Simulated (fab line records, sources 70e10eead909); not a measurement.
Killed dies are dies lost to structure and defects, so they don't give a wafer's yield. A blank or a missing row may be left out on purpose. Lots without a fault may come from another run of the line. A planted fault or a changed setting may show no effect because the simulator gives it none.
Chamber matching | flow nand_harc | NHARC_A_BONDPAD_DESCUM_11 on rie_diel-09: 4 sister chambers
The step chemistry O2, time 3 s. 4 wafers are shown with their chamber, then 11 later ones without.

WAFERS WITH THEIR CHAMBER
wafer  | chamber | drypump_motor_current_A (A)
L170.5 | 0       | 5.79
L174.4 | 1       | 6.05
L175.3 | 2       | 5.88
L179.4 | 3       | 5.43

WAFERS WITHOUT THEIR CHAMBER
wafer  | drypump_motor_current_A (A)
L179.5 | 5.86
L179.6 | 5.42
L185.3 | 5.78
L185.4 | 5.45
L185.5 | 6.02
L188.1 | 5.43
L188.3 | 6.05
L188.6 | 5.79
L187.2 | 6.05
L187.5 | 5.43
L187.6 | 5.78

WHICH CHAMBER EACH WENT THROUGH
wafer  | from the rows above | in truth
L179.5 | 2                   | 2
L179.6 | 3                   | 3
L185.3 | 0                   | 0
L185.4 | 3                   | 3
L185.5 | 1                   | 1
L188.1 | 3                   | 3
L188.3 | 1                   | 1
L188.6 | 0                   | 0
L187.2 | 1                   | 1
L187.5 | 3                   | 3
L187.6 | 0                   | 0
Placed correctly: 11 of 11. Can't be placed from these rows: 0. Placed wrongly: 0.
How it was worked out, from the rows above alone: a wafer's distance from a chamber is the root of the sum, over the readings, of the square of ((its reading less the chamber's mean) divided by the reading's scatter). The wafer belongs to the nearest chamber; if the next one is less than 2 further off, it can't be placed. A chamber's mean is the mean of its shown wafers. The scatter: with one shown wafer a chamber, the root of the mean of the squares of how far each hidden wafer lies from its nearest shown one.
